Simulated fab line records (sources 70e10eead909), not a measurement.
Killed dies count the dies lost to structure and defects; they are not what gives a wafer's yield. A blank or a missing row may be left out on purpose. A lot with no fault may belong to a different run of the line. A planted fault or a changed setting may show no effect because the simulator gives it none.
Which tool is to blame? + flow nand-harc + Sampling: 15 lots, 42 wafers, 2 of 1302 route steps

== WHAT EACH GAUGE READ, for each wafer ==
NHARC_P_M1_CD_MEAS_09 targets a cd of 130 nm.
| lot  | measured     | on        | cd-nm (nm)        |
|------|--------------|-----------|-------------------|
| L388 | day 6 10:34  | cd-sem-03 | 130.2 129.9 130.4 |
| L390 | day 7 06:08  | cd-sem-02 | 129.7 130.3 129.1 |
| L391 | day 7 20:25  | cd-sem-01 | 129.3 130.0 129.8 |
| L396 | day 9 12:10  | cd-sem-02 | 131.4 129.9       |
| L397 | day 9 21:05  | cd-sem-03 | 131.2 130.0       |
| L399 | day 10 16:20 | cd-sem-02 | 130.5 129.7       |
| L400 | day 11 09:25 | cd-sem-03 | 130.1 130.5 130.8 |
| L404 | day 12 22:08 | cd-sem-03 | 130.4 129.8 130.8 |
| L405 | day 13 02:55 | cd-sem-03 | 130.2 130.2 131.2 |
| L406 | day 13 17:35 | cd-sem-02 | 130.4 130.8 131.1 |
| L407 | day 14 08:31 | cd-sem-01 | 130.4 129.7 130.1 |
| L408 | day 14 13:28 | cd-sem-02 | 129.2 130.0 130.4 |
| L409 | day 14 19:42 | cd-sem-01 | 129.2 129.3 130.5 |
| L410 | day 15 16:34 | cd-sem-03 | 129.9 129.7 130.8 |
| L411 | day 15 17:32 | cd-sem-03 | 129.2 130.9 130.2 |

== EACH LOT AND THE TOOL THAT RAN IT (in order: tool; ch and the chambers of the sampled wafers; start) ==
| lot  | NHARC_P_M0_ANNEAL_30             |
|------|----------------------------------|
| L388 | rtp-anneal-01 ch 0, day 6 08:27  |
| L390 | rtp-anneal-01 ch 0, day 7 04:03  |
| L391 | rtp-anneal-01 ch 0, day 7 18:18  |
| L396 | rtp-anneal-02 ch 0, day 9 09:57  |
| L397 | rtp-anneal-02 ch 0, day 9 18:55  |
| L399 | rtp-anneal-01 ch 0, day 10 14:17 |
| L400 | rtp-anneal-01 ch 0, day 11 07:23 |
| L404 | rtp-anneal-01 ch 0, day 12 19:53 |
| L405 | rtp-anneal-02 ch 0, day 13 00:54 |
| L406 | rtp-anneal-01 ch 0, day 13 15:23 |
| L407 | rtp-anneal-01 ch 0, day 14 06:24 |
| L408 | rtp-anneal-01 ch 0, day 14 11:17 |
| L409 | rtp-anneal-01 ch 0, day 14 17:29 |
| L410 | rtp-anneal-02 ch 0, day 15 14:38 |
| L411 | rtp-anneal-01 ch 0, day 15 15:04 |
- NHARC_P_M0_ANNEAL_30: time 90 s.

== AS READ BY THE TOOLS THEMSELVES (means over the sampled wafers that have a number; for cases with no such wafer, the mark the record gives instead) ==
NHARC_P_M0_ANNEAL_30.
| lot  | tool          | wafer_temp_C_max |
|------|---------------|------------------|
| L388 | rtp-anneal-01 | 226.22           |
| L390 | rtp-anneal-01 | 225.99           |
| L391 | rtp-anneal-01 | 226.04           |
| L396 | rtp-anneal-02 | 226.52           |
| L397 | rtp-anneal-02 | 226.54           |
| L399 | rtp-anneal-01 | 226.16           |
| L400 | rtp-anneal-01 | 225.99           |
| L404 | rtp-anneal-01 | 225.94           |
| L405 | rtp-anneal-02 | 226.47           |
| L406 | rtp-anneal-01 | 225.91           |
| L407 | rtp-anneal-01 | 226.35           |
| L408 | rtp-anneal-01 | 226.18           |
| L409 | rtp-anneal-01 | 226.08           |
| L410 | rtp-anneal-02 | 226.06           |
| L411 | rtp-anneal-01 | 226.01           |

== THE ANSWER, worked out from the rows above alone ==
Rule: usual is defined by the lots themselves. Put in order of their means at a reading, lots are off if they are a third of the lots or fewer, leave a main group of 4 or more, and stand apart from it by a gap of 3 or more times the standard deviation of the main group's means; of several such gaps the widest counts. A main group is skipped when, at the precision printed for the reading in the tables above, its means are all equal. Also off: a lot with no number at a reading for which 4 or more lots have one. Where the step has rows for the other lots, those lots are counted as sound. The gauges are gone through in route order, then the tools' own readings, and for those a lot's mean is taken as printed above. At the first step where some lot is off, the reading lying furthest off is the one used; lots without a number count as furthest.
No lot is off at any reading shown: from this, nothing can be told.

== WHAT THE SIMULATOR HAD INSERTED ==
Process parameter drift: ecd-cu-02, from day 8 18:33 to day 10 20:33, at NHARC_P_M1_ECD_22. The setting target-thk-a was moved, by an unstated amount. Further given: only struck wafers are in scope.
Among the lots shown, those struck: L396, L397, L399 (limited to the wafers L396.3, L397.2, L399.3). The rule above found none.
